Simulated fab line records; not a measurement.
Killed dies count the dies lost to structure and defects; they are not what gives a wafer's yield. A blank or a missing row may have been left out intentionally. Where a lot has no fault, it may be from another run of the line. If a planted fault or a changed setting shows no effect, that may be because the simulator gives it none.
Which tool is to blame? :: flow nand-harc :: route of 1302 steps, sampled at 1 step: 11 lots, 33 wafers

WHAT THE GAUGES SHOWED, per wafer
NHARC_A_CONTACT_INSPECT_44.
lot: L076
measured: day 22 15:43
on: defect-inspect-02
raw-defect-count: 48 52 47

lot: L077
measured: day 23 00:32
on: defect-inspect-02
raw-defect-count: 124 119 137

lot: L080
measured: day 23 20:11
on: defect-inspect-01
raw-defect-count: 60 64 68

lot: L082
measured: day 24 21:23
on: defect-inspect-02
raw-defect-count: 70 100 90

lot: L085
measured: day 26 00:41
on: defect-inspect-01
raw-defect-count: 126 155 128

lot: L086
measured: day 27 04:02
on: defect-inspect-02
raw-defect-count: 82 80 101

lot: L088
measured: day 27 08:16
on: defect-inspect-02
raw-defect-count: 63 77 49

lot: L090
measured: day 27 20:34
on: defect-inspect-02
raw-defect-count: 70 94 104

lot: L092
measured: day 28 13:31
on: defect-inspect-01
raw-defect-count: 94 90 100

lot: L096
measured: day 29 18:42
on: defect-inspect-01
raw-defect-count: 56 47 56

lot: L094
measured: day 30 09:29
on: defect-inspect-02
raw-defect-count: 24 29 35

TOOL THAT RAN EACH LOT (tool first, then ch and the chambers of the sampled wafers, then the start)
The record holds no process step before these readings.

THE ANSWER, worked out from the rows above alone
Rule: usual is defined by the lots themselves. The widest of any qualifying gaps counts: lots, ordered by their means at a reading, are off when they make up no more than a third of the lots, leave a main group of 4 or more, and stand apart from it by 3 or more times the standard deviation of that group's means. A main group is skipped when, at the precision printed for the reading in the tables above, its means are all equal. Also off: a lot with no number at a reading for which 4 or more lots have one. Where the step has rows for the other lots, those lots are counted as sound.
Nothing can be told from this: no lot is off at any reading shown.

WHAT THE SIMULATOR HAD PUT IN
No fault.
